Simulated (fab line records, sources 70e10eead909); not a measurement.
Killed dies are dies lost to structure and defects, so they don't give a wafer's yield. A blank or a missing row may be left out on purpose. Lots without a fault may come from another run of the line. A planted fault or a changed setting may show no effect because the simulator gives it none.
A struck lot beside a sound one | flow nand_harc | 15 steps out of a route of 1302
Sound: wafers L248.2, L248.4, L248.5. Struck: wafers L255.2, L255.4, L255.6. The cause comes at the end.
At each step with rows: each side's tool, then ch and its chambers, then its first start. Under that, the readings that differ: sound wafers | struck wafers | difference of the means | sigmas: that difference in standard deviations of wafers without a fault.
alike: readings whose means differ by less than 2 such deviations, and words and numbers that are the same on both sides. not compared: withheld readings, readings that some wafer has no value for, bounds like >300 that may hide the same value, and numbers for which the record gives no deviation and whose values overlap.
The two part at a step that has a row with sigmas, a row that says differs or no value, or rows on one side only. Numbers that don't overlap but have no deviation are shown without sigmas and don't part them. A reading that every wafer of one side lacks parts them only if that side has two wafers or more.

NHARC_A_CHANNEL_HOLE_D2_XSEM_32:
  sound on xsem-01 ch 0, day 17 19:32; struck on xsem-02 ch 0, day 20 12:53
  alike: bot_cd_nm, bow_nm, tilt_deg
NHARC_A_CHANNEL_HOLE_D2_INSPECT_40:
  sound on defect_inspect-02, day 17 19:37; struck on defect_inspect-01, day 20 12:58
  alike: raw_defect_count
then, 3 steps without rows for these wafers: NHARC_A_CHANNEL_FILL_D2_PRECLEAN_00 (cleans in SC1); NHARC_A_CHANNEL_FILL_D2_SRD_01; NHARC_A_CHANNEL_FILL_D2_ALD_02 (deposits SiO2, target thk 6 nm, pulse time 10 s, ald cycles 60).
NHARC_A_CHANNEL_FILL_D2_ALD_03: deposits SiNx, target thk 6 nm, pulse time 60 s, ald cycles 58.
  sound on ald_sin_batch-02 ch 0; struck on ald_sin_batch-02 ch 0
  alike: precursor_pulse_height_rel
NHARC_A_CHANNEL_FILL_D2_ALD_14: deposits SiO2, target thk 2.5 nm, pulse time 10 s, ald cycles 25.
  sound on ald_hk-02 ch 1,3, day 18 02:46; struck on ald_hk-03 ch 1,2,3, day 20 19:41
  alike: heater_power_w, precursor_pulse_height_rel
NHARC_A_CHANNEL_FILL_D2_ALD_15: deposits SiNx, target thk 2 nm, pulse time 60 s, ald cycles 19.
  sound on ald_sin_batch-02 ch 0; struck on ald_sin_batch-01 ch 0, day 20 22:45
  alike: precursor_pulse_height_rel
NHARC_A_CHANNEL_FILL_D2_ALD_16: deposits SiO2, target thk 1.5 nm, pulse time 10 s, ald cycles 15.
  sound on ald_hk-02 ch 0,1, day 18 07:57; struck on ald_hk-03 ch 1,2,3, day 21 01:13
  alike: heater_power_w, precursor_pulse_height_rel
then, 3 steps without rows for these wafers: NHARC_A_CHANNEL_FILL_D2_ANNEAL_17 (time 1800 s); NHARC_A_CHANNEL_FILL_D2_CVD_18 (deposits poly-Si, target thk 3 nm); NHARC_A_CHANNEL_FILL_D2_ETCHBACK_19 (etches the open film in HBr/Cl2, target depth 5 nm, time 1.7 s).
NHARC_A_CHANNEL_FILL_D2_ETCHBACK_20: etches the open film in C4F8/O2/Ar, target depth 27 nm, time 13.5 s.
  sound on rie_diel-11 ch 0,3, day 18 20:14; struck on rie_diel-09 ch 0,1,3, day 21 12:53
  reading            | sound             | struck         | difference                    | sigmas
  rf_fwd_power_W (W) | 586.9 586.6 586.8 | - - -          | no value on the struck wafers |
  run_length_s (s)   | 34.8 33.9 34.3    | 30.4 30.5 31.7 | -3.5                          | -7
  alike: oes_product_au, rf_vpp_V
  not compared: rf_hours_counter_h
then, 1 step without rows for these wafers: NHARC_A_CHANNEL_FILL_D2_STRIP_28 (strips in O2, time 20 s).
-- the record jumps here: 10 days lie between the struck wafers' starts before and after (it left off in module A_CHANNEL_FILL_D2 and takes up again in module END, whose first step shown is number 1302 of the route) --
NHARC_END_SORT_01:
  sound on prober-01 ch 0, day 28 06:44; struck on prober-02 ch 0, day 31 13:47
  reading         | sound     | struck | difference | sigmas
  killed_at_array | 85 72 92  | 44 30  | -46        | -3
  killed_dies     | 90 79 101 | 47 33  | -50        | -3
  alike: killed_at_other, killed_at_periphery, killed_open, killed_short

WHERE THEY PART
First at NHARC_A_CHANNEL_FILL_D2_ETCHBACK_20; last, within this record, at NHARC_END_SORT_01.

WHY: what the simulator had put in
Process parameter drift: rie_diel-09, from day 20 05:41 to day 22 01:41, at NHARC_A_CHANNEL_FILL_D2_ETCHBACK_20. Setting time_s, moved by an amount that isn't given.
